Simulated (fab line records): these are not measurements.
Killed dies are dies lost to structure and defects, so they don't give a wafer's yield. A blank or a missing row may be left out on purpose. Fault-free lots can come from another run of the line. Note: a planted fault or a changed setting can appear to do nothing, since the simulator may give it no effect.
fab line records ; flow nandHarc
[record] lots = 14; wafers = 42; lastDay = 34
route steps=1302 shown P_STI@91 P_GATE@124
lots untouched by any fault: they come from a run of this same line in which no faults occurred
startH: the number of hours between the record's first day and the start of the first shown wafer of the lot ; waitH: hours elapsed since this lot's preceding step ; " the same as in the row above ; L1.1+2: a row that stands for several wafers ; - no value, or no start given ; * or withheld: withheld ; < > ~ a bound
route shown NAME@n: a module of which the file shows steps, and the number in the route of the first ; usual: average and standard deviation across the fault-free wafers ; same: alike in all rows ; chamber/n: place in a boat ; sites: readings site by site ; _std_site: the values' standard deviation ; _edge_site: outer sites' mean less inner sites' ; radiusMm: for every site, how far away it sits from the centre of the wafer ; mask NAME#n: copy n ; behind: the last tool/chamber to shape the wafer ; hold: what put the lot on hold/how long, in hours/how the hold closed ; device: whichever transistor did not switch (one of n, p or np) ; end of line: the same wafers' tests at the end of the route ; a step given without rows: its recipe and nothing more ; killed: dies that structure and defects cost at the first sort, which is not the same as the wafer's yield ; map: a wafer's dies, x killed, . not, _ none there
set.NAME: the run value of the setting; set.NAME@STEP: its run value at that earlier step ; model.NAME: the simulator's own value behind a step, which no gauge read
steps of the route over a sample of lots; a table a step, a row a wafer
services: from which hour (startH, from the record's first day; less than 0 if before it) a tool's chamber was out of use, for how many hours, and why
[[steps]]
[step NHARC_P_STI_CD_MEAS_16]
[usual] cdNm = 199.6/2.2
lot.wafer;tool;chamber;startH;waitH;cdNm
L927.2;cdSem-01;-;44.56;-;198.4
L927.4;cdSem-01;-;44.56;-;199.9
L927.5;cdSem-01;-;44.56;-;195.1
L928.2;cdSem-02;-;57.18;-;197.9
L928.4;cdSem-02;-;57.18;-;196.3
L928.5;cdSem-02;-;57.18;-;194.2
L929.1;cdSem-03;-;65.07;-;196.2
L929.2;cdSem-03;-;65.07;-;196.8
L929.6;cdSem-03;-;65.07;-;199.0
L932.4;cdSem-03;-;95.31;-;199.3
L932.5;cdSem-03;-;95.31;-;200.3
L932.6;cdSem-03;-;95.31;-;198.9
L933.2;cdSem-02;-;104.41;-;199.5
L933.4;cdSem-02;-;104.41;-;199.4
L933.5;cdSem-02;-;104.41;-;197.8
L934.2;cdSem-03;-;114.22;-;195.1
L934.4;cdSem-03;-;114.22;-;199.7
L934.5;cdSem-03;-;114.22;-;198.9
L935.1;cdSem-03;-;124.36;-;198.6
L935.3;cdSem-03;-;124.36;-;202.1
L935.4;cdSem-03;-;124.36;-;196.2
L936.2;cdSem-02;-;134.92;-;200.4
L936.3;cdSem-02;-;134.92;-;202.1
L936.4;cdSem-02;-;134.92;-;200.1
L937.3;cdSem-01;-;146.07;-;198.6
L937.4;cdSem-01;-;146.07;-;201.5
L937.5;cdSem-01;-;146.07;-;202.1
L939.3;cdSem-01;-;166.30;-;202.9
L939.5;cdSem-01;-;166.30;-;198.9
L939.6;cdSem-01;-;166.30;-;198.0
L944.1;cdSem-02;-;213.27;-;201.7
L944.3;cdSem-02;-;213.27;-;201.3
L944.5;cdSem-02;-;213.27;-;197.8
L945.1;cdSem-02;-;223.57;-;198.5
L945.4;cdSem-02;-;223.57;-;200.8
L945.5;cdSem-02;-;223.57;-;203.2
L949.2;cdSem-03;-;264.13;-;204.1
L949.4;cdSem-03;-;264.13;-;203.2
L949.5;cdSem-03;-;264.13;-;204.2
L950.1;cdSem-02;-;273.82;-;202.4
L950.2;cdSem-02;-;273.82;-;196.3
L950.5;cdSem-02;-;273.82;-;198.9
[step NHARC_P_GATE_DESCUM_13]
[recipe] timeS = 3; o2FlowSccm = 200; arFlowSccm = 0; biasPowerW = 0; chemistry = O2
[usual] chamberPressureMTorr = 59.99/0.053; drypumpMotorCurrentA = 5.8/0.39; oesProductAu = 0.999/0.012; rfVppV = 57.8/0.84; showerheadPlenumPTorr = 1.92/0.084; throttleValvePct = 11.310/0.0089
lot.wafer;tool;chamber;startH;waitH;chamberPressureMTorr;drypumpMotorCurrentA;oesProductAu;rfHoursCounterH;rfVppV;showerheadPlenumPTorr;throttleValvePct
L927.2;rieDiel-09;3;82.51;-;59.96;5.6;0.992;5.8;56.8;1.94;11.314
L927.4;rieDiel-09;1;82.51;-;59.93;6.0;1.007;5.0;58.1;1.90;11.310
L927.5;rieDiel-09;2;82.51;-;60.03;6.4;1.009;-;58.4;1.81;11.311
L928.2;rieDiel-09;2;93.93;-;59.99;6.4;0.998;7.0;58.5;1.81;11.321
L928.4;rieDiel-09;2;93.93;-;59.93;6.4;1.002;-;56.1;1.81;11.315
L928.5;rieDiel-09;3;93.93;-;59.95;5.5;1.008;-;57.3;1.94;11.305
L929.2;rieDiel-01;3;101.81;-;59.96;6.2;1.002;5.5;58.9;1.97;11.324
L929.1;rieDiel-01;2;101.81;-;59.99;6.0;1.006;6.1;58.2;2.01;11.287
L929.6;rieDiel-01;2;101.81;-;60.01;6.0;0.995;-;58.1;2.01;11.310
L932.4;rieDiel-01;3;129.65;-;60.00;6.3;0.995;6.6;57.5;1.97;11.303
L932.6;rieDiel-01;2;129.65;-;60.01;6.0;1.000;-;57.7;2.01;11.298
L932.5;rieDiel-01;3;129.65;-;60.06;6.3;0.993;-;58.2;1.97;11.300
L933.2;rieDiel-01;2;141.84;-;60.04;6.0;0.989;8.8;59.2;2.01;11.321
L933.4;rieDiel-01;0;141.84;-;60.04;5.2;0.998;8.0;58.0;1.87;11.295
L933.5;rieDiel-01;2;141.84;-;60.01;6.0;0.986;-;57.5;2.01;11.309
L934.4;rieDiel-01;3;150.67;-;60.03;6.2;0.999;8.4;58.3;1.97;11.294
L934.2;rieDiel-01;0;150.67;-;60.06;5.1;1.013;8.2;56.8;1.87;11.301
L934.5;rieDiel-01;2;150.67;-;60.04;6.0;1.003;-;57.4;2.01;11.300
L935.4;rieDiel-10;2;165.21;-;60.12;5.4;1.003;5.7;58.1;1.90;11.317
L935.3;rieDiel-10;3;165.21;-;60.10;5.6;1.016;7.1;58.1;1.81;11.309
L935.1;rieDiel-10;0;165.21;-;60.03;6.0;1.017;6.8;58.4;2.03;11.298
L936.2;rieDiel-10;1;172.80;-;60.01;5.5;1.019;6.8;58.1;2.01;11.332
L936.4;rieDiel-10;2;172.80;-;59.95;5.4;0.995;5.9;58.8;1.90;11.315
L936.3;rieDiel-10;0;172.80;-;60.05;6.0;1.012;7.0;59.1;2.03;11.303
L937.3;rieDiel-10;2;180.96;-;59.99;5.4;0.990;6.1;60.1;1.90;11.301
L937.4;rieDiel-10;0;180.96;-;60.07;6.0;1.009;7.2;57.2;2.03;11.308
L937.5;rieDiel-10;2;180.96;-;59.99;5.4;1.000;-;58.9;1.90;11.297
L939.3;rieDiel-09;3;204.32;-;60.02;5.6;0.997;1.6;57.9;1.93;11.305
L939.6;rieDiel-09;0;204.32;-;59.96;5.6;0.984;-;57.8;2.06;11.302
L939.5;rieDiel-09;1;204.32;-;60.08;6.0;1.012;-;57.9;1.90;11.318
L944.1;rieDiel-09;1;248.65;-;60.00;6.0;1.001;5.4;58.1;1.90;11.314
L944.3;rieDiel-09;3;248.65;-;59.95;5.6;0.986;4.8;58.2;1.93;11.302
L944.5;rieDiel-09;0;248.65;-;60.02;5.5;0.975;-;58.3;2.06;11.298
L945.4;rieDiel-10;3;257.80;-;60.04;5.6;1.008;0.6;56.7;1.81;11.328
L945.1;rieDiel-10;1;257.80;-;60.05;5.5;1.010;0.7;56.2;2.01;11.301
L945.5;rieDiel-10;3;257.80;-;60.04;5.6;0.997;-;57.0;1.81;11.312
L949.2;rieDiel-01;1;301.88;-;59.90;5.3;1.004;3.9;56.9;1.84;11.311
L949.4;rieDiel-01;0;301.88;-;59.90;5.2;1.002;5.8;57.2;1.87;11.308
L949.5;rieDiel-01;2;301.88;-;60.00;6.0;0.999;-;58.5;2.01;11.311
L950.2;rieDiel-01;2;310.11;-;60.03;6.0;0.992;5.2;58.6;2.01;11.304
L950.1;rieDiel-01;3;310.11;-;59.95;6.3;1.006;5.1;57.0;1.97;11.321
L950.5;rieDiel-01;2;310.11;-;59.96;6.0;0.988;-;59.2;2.01;11.307
[step NHARC_P_GATE_EXPOSE_23]
[recipe] na = 1.35; targetCdNm = 120; doseMj = 93.91; maskId = P_GATE
[usual] exposureDoseMJCm2 = 93.92/0.094
lot.wafer;tool;chamber;startH;waitH;mask;exposureDoseMJCm2
L927.2;arfiScanner-01;0;96.57;-;P_GATE#0;94.00
L927.4;arfiScanner-01;0;96.57;-;P_GATE#0;94.03
L927.5;arfiScanner-01;0;96.57;-;P_GATE#0;93.90
L928.2;arfiScanner-03;0;109.49;-;P_GATE#0;93.93
L928.4;arfiScanner-03;0;109.49;-;P_GATE#0;93.91
L928.5;arfiScanner-03;0;109.49;-;P_GATE#0;93.85
L929.1;arfiScanner-02;0;117.76;-;P_GATE#0;94.03
L929.2;arfiScanner-02;0;117.76;-;P_GATE#0;93.87
L929.6;arfiScanner-02;0;117.76;-;P_GATE#0;93.91
L932.4;arfiScanner-01;0;143.16;-;P_GATE#0;93.84
L932.5;arfiScanner-01;0;143.16;-;P_GATE#0;93.90
L932.6;arfiScanner-01;0;143.16;-;P_GATE#0;93.94
L933.2;arfiScanner-01;0;160.38;-;P_GATE#0;93.90
L933.4;arfiScanner-01;0;160.38;-;P_GATE#0;93.87
L933.5;arfiScanner-01;0;160.38;-;P_GATE#0;93.84
L934.2;arfiScanner-03;0;166.21;-;P_GATE#0;93.96
L934.4;arfiScanner-03;0;166.21;-;P_GATE#0;93.85
L934.5;arfiScanner-03;0;166.21;-;P_GATE#0;93.89
L935.1;arfiScanner-01;0;179.23;-;P_GATE#0;93.93
L935.3;arfiScanner-01;0;179.23;-;P_GATE#0;94.03
L935.4;arfiScanner-01;0;179.23;-;P_GATE#0;94.03
L936.2;arfiScanner-01;0;189.01;-;P_GATE#0;93.86
L936.3;arfiScanner-01;0;189.01;-;P_GATE#0;93.88
L936.4;arfiScanner-01;0;189.01;-;P_GATE#0;93.88
L937.3;arfiScanner-01;0;199.71;-;P_GATE#0;93.98
L937.4;arfiScanner-01;0;199.71;-;P_GATE#0;93.91
L937.5;arfiScanner-01;0;199.71;-;P_GATE#0;93.96
L939.3;arfiScanner-01;0;218.36;-;P_GATE#0;69.28
L939.5;arfiScanner-01;0;218.36;-;P_GATE#0;69.24
L939.6;arfiScanner-01;0;218.36;-;P_GATE#0;69.26
L944.1;arfiScanner-01;0;271.06;-;P_GATE#0;69.14
L944.3;arfiScanner-01;0;271.06;-;P_GATE#0;68.96
L944.5;arfiScanner-01;0;271.06;-;P_GATE#0;69.10
L945.1;arfiScanner-03;0;271.69;-;P_GATE#0;93.75
L945.4;arfiScanner-03;0;271.69;-;P_GATE#0;93.74
L945.5;arfiScanner-03;0;271.69;-;P_GATE#0;93.89
L949.2;arfiScanner-03;0;316.05;-;P_GATE#0;93.91
L949.4;arfiScanner-03;0;316.05;-;P_GATE#0;94.09
L949.5;arfiScanner-03;0;316.05;-;P_GATE#0;93.87
L950.1;arfiScanner-02;0;328.53;-;P_GATE#0;93.92
L950.2;arfiScanner-02;0;328.53;-;P_GATE#0;94.06
L950.5;arfiScanner-02;0;328.53;-;P_GATE#0;93.92
[step NHARC_P_GATE_CD_MEAS_26]
[recipe] targetCdNm = 120; landingEnergyEv = 500
[usual] cdNm = 119.8/0.56
lot.wafer;tool;chamber;startH;waitH;cdNm
L927.2;cdSem-02;0;96.71;-;120.4
L927.4;cdSem-02;0;96.71;-;120.3
L927.5;cdSem-02;0;96.71;-;119.8
L928.2;cdSem-02;0;109.63;-;120.0
L928.4;cdSem-02;0;109.63;-;120.1
L928.5;cdSem-02;0;109.63;-;120.8
L929.1;cdSem-03;0;117.90;-;118.8
L929.2;cdSem-03;0;117.90;-;119.8
L929.6;cdSem-03;0;117.90;-;120.1
L932.4;cdSem-01;0;143.30;-;119.4
L932.5;cdSem-01;0;143.30;-;120.6
L932.6;cdSem-01;0;143.30;-;119.5
L933.2;cdSem-03;0;160.52;-;120.3
L933.4;cdSem-03;0;160.52;-;120.0
L933.5;cdSem-03;0;160.52;-;120.5
L934.2;cdSem-02;0;166.35;-;119.2
L934.4;cdSem-02;0;166.35;-;120.0
L934.5;cdSem-02;0;166.35;-;120.1
L935.1;cdSem-01;0;179.37;-;120.4
L935.3;cdSem-01;0;179.37;-;119.9
L935.4;cdSem-01;0;179.37;-;119.7
L936.2;cdSem-01;0;189.14;-;120.3
L936.3;cdSem-01;0;189.14;-;118.9
L936.4;cdSem-01;0;189.14;-;119.7
L937.3;cdSem-02;0;199.85;-;119.9
L937.4;cdSem-02;0;199.85;-;119.1
L937.5;cdSem-02;0;199.85;-;119.6
L939.3;cdSem-02;0;218.49;-;138.2
L939.5;cdSem-02;0;218.49;-;138.3
L939.6;cdSem-02;0;218.49;-;139.2
L944.1;cdSem-01;0;271.21;-;138.2
L944.3;cdSem-01;0;271.21;-;137.5
L944.5;cdSem-01;0;271.21;-;138.5
L945.1;cdSem-01;0;271.83;-;119.2
L945.4;cdSem-01;0;271.83;-;120.3
L945.5;cdSem-01;0;271.83;-;119.5
L949.2;cdSem-03;0;316.18;-;119.3
L949.4;cdSem-03;0;316.18;-;118.6
L949.5;cdSem-03;0;316.18;-;119.7
L950.1;cdSem-03;0;328.67;-;119.3
L950.2;cdSem-03;0;328.67;-;120.0
L950.5;cdSem-03;0;328.67;-;120.6
[step NHARC_P_GATE_ALD_36]
[recipe] targetThkA = 200; pulseTimeS = 60; aldCycles = 223; tempC = 400; material = SiNx
[usual] heaterPowerW = 857/100; precursorPulseHeightRel = 1.001/0.019
[same] pulseTimeS = 60
lot.wafer;tool;chamber;startH;waitH;heaterPowerW;precursorPulseHeightRel
L927.4;aldSin-01;1;99.73;-;899;0.975
L927.2;aldSin-01;3;101.86;-;805;0.991
L927.5;aldSin-01;0;102.92;-;744;1.036
L928.2;aldSin-02;2;112.18;-;923;0.995
L928.4;aldSin-02;0;114.30;-;685;0.996
L928.5;aldSin-02;1;115.35;-;897;0.990
L929.2;aldSin-04;0;120.52;-;875;1.019
L929.1;aldSin-04;2;122.65;-;996;0.996
L929.6;aldSin-04;3;123.72;-;717;1.017
L932.5;aldSin-04;3;148.95;-;696;0.969
L932.4;aldSin-04;0;150.35;-;869;1.003
L932.6;aldSin-04;1;151.76;-;940;0.991
L933.2;aldSin-01;3;162.03;-;809;1.023
L933.4;aldSin-01;2;165.15;-;989;1.006
L933.5;aldSin-01;3;166.19;-;798;0.985
L934.4;aldSin-02;1;167.80;-;887;1.015
L934.2;aldSin-02;3;169.95;-;897;1.009
L934.5;aldSin-02;2;173.17;-;964;0.996
L935.4;aldSin-04;0;180.81;-;873;0.981
L935.1;aldSin-04;1;181.84;-;951;0.987
L935.3;aldSin-04;3;183.91;-;708;0.991
L936.2;aldSin-01;1;190.58;-;929;0.996
L936.3;aldSin-01;2;191.99;-;991;0.956
L936.4;aldSin-01;1;194.80;-;924;0.990
L937.3;aldSin-02;0;201.30;-;679;0.996
L937.4;aldSin-02;2;203.44;-;967;1.055
L937.5;aldSin-02;1;206.65;-;891;1.018
L939.3;aldSin-02;0;220.98;-;683;0.979
L939.5;aldSin-02;3;224.14;-;913;1.017
L939.6;aldSin-02;0;225.20;-;694;0.964
L944.1;aldSin-04;3;272.65;-;724;1.043
L944.3;aldSin-04;0;273.69;-;849;0.996
L944.5;aldSin-04;3;276.82;-;758;0.982
L945.1;aldSin-02;1;275.46;-;873;1.001
L945.4;aldSin-02;2;276.52;-;925;0.994
L945.5;aldSin-02;3;277.58;-;915;1.008
L949.2;aldSin-01;0;318.66;-;733;0.998
L949.4;aldSin-01;2;320.75;-;974;1.005
L949.5;aldSin-01;3;321.79;-;773;0.969
L950.2;aldSin-04;2;331.34;-;973;1.009
L950.1;aldSin-04;3;332.41;-;755;0.993
L950.5;aldSin-04;1;334.55;-;1060;0.990
[[services]]
tool;chamber;startH;hours;kind
rieDiel-10;-;65.52;9.0;pm
rieDiel-01;-;70.52;0.4;repair
aldSin-04;-;80.60;10.0;pm
rieDiel-01;1;81.26;4.6;repair
arfiScanner-03;-;84.96;0.3;repair
rieDiel-09;0;85.69;2.9;repair
arfiScanner-01;-;86.08;4.0;pm
rieDiel-09;1;93.88;1.3;repair
rieDiel-01;1;96.31;14.8;repair
aldSin-04;2;128.85;16.4;repair
aldSin-04;-;129.00;2.2;repair
aldSin-04;-;133.32;0.2;repair
aldSin-04;3;157.45;7.8;repair
aldSin-04;-;169.14;3.3;repair
rieDiel-01;3;181.54;1.6;repair
rieDiel-01;-;197.64;0.4;repair
rieDiel-01;-;203.84;9.0;pm
aldSin-04;1;215.73;6.6;repair
aldSin-04;1;237.42;2.7;repair
rieDiel-01;1;241.90;36.7;repair
arfiScanner-01;-;258.08;4.0;pm
aldSin-04;-;258.60;10.0;pm
aldSin-02;-;296.00;10.0;pm
rieDiel-01;1;327.54;3.7;repair
[[key]]
[firstSign] step = NHARC_P_GATE_EXPOSE_23; reading = exposureDoseMJCm2; direction = down; sigmas = 99+; usual = 93.92; struck = 69.16
[effect] step = NHARC_P_GATE_CD_MEAS_26; reading = cdNm; direction = up; sigmas = 33; usual = 119.8; struck = 138.3
metAt NHARC_P_GATE_EXPOSE_23
struckLots L939,L944
sortLeftOut L939.3,L939.5,L939.6,L944.1,L944.3,L944.5
testerLeftOut L939,L944
notActingAt NHARC_P_STI_CD_MEAS_16,NHARC_P_GATE_DESCUM_13,NHARC_P_GATE_ALD_36
onsetBetween 199.71 218.36
[fault] kind = processParameterDrift; tool = arfiScanner-01; chamber = -; onsetH = 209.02; steps = NHARC_P_GATE_EXPOSE_23; channel = doseMj; offset = -24.863; shape = step; actsIn = theseRecipesOnly; stated = 93.91
// testerLeftOut: of these lots the tester's yield and bins aren't shown, on N5 and GAA mostly nor the transistor test; their killed dies are dies lost to structure and defects alone, not to doping, threshold or leakage, so they don't give the yield
// sortLeftOut: the simulated sort isn't trusted on such a fault, so these wafers' sort isn't shown, and their yield isn't known
